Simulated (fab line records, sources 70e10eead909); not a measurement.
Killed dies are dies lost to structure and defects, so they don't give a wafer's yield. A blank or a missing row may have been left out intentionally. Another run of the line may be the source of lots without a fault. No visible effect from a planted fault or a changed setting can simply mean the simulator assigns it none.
Matching of chambers	flow nand-harc	4 sister chambers for NHARC_A_CONTACT_ETCH_96 on rie-diel-13
The step etches the open film in C4F6/O2, target depth 20 nm, time 10 s. 8 wafers are shown with their chamber, then 8 later ones without.

== WAFERS, EACH WITH ITS CHAMBER ==
wafer	chamber	showerhead-plenum-p-Torr (Torr)	rf-vpp-V (V)
L818.1	2	4.06	549.1
L818.2	1	4.00	549.1
L819.5	2	4.06	549.2
L819.6	1	4.00	549.0
L820.1	0	3.91	546.9
L820.5	3	4.01	549.6
L820.6	0	3.91	545.7
L822.2	3	4.00	550.2

== WAFERS MISSING THEIR CHAMBER ==
wafer	showerhead-plenum-p-Torr (Torr)	rf-vpp-V (V)
L822.3	4.00	550.1
L822.5	4.00	548.8
L826.4	3.99	547.9
L826.5	3.99	548.4
L826.6	4.05	549.0
L830.1	3.99	548.7
L830.2	4.05	551.1
L830.6	3.99	548.9

== EACH ONE'S CHAMBER ==
wafer	from the rows above	in truth
L822.3	can't be placed: 3 or 1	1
L822.5	1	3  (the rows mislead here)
L826.4	1	1
L826.5	1	1
L826.6	2	2
L830.1	1	1
L830.2	2	2
L830.6	can't be placed: 1 or 3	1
Correct placement for 5 of the 8. Can't be placed from these rows: 2 (the true chamber is among the candidates in 2). Placed wrongly: 1.
How it was worked out, from the rows above alone: a wafer's distance from a chamber is the root of the sum, over the readings, of the square of ((its reading less the chamber's mean) divided by the reading's scatter). The wafer belongs to the nearest chamber; if the next one is less than 2 further off, it can't be placed. Each chamber's mean is taken over the wafers shown for it. How the scatter is found: for the shown wafers, subtract from each reading the mean of its chamber, square and add these, divide the total by (wafers less chambers), then take the root.
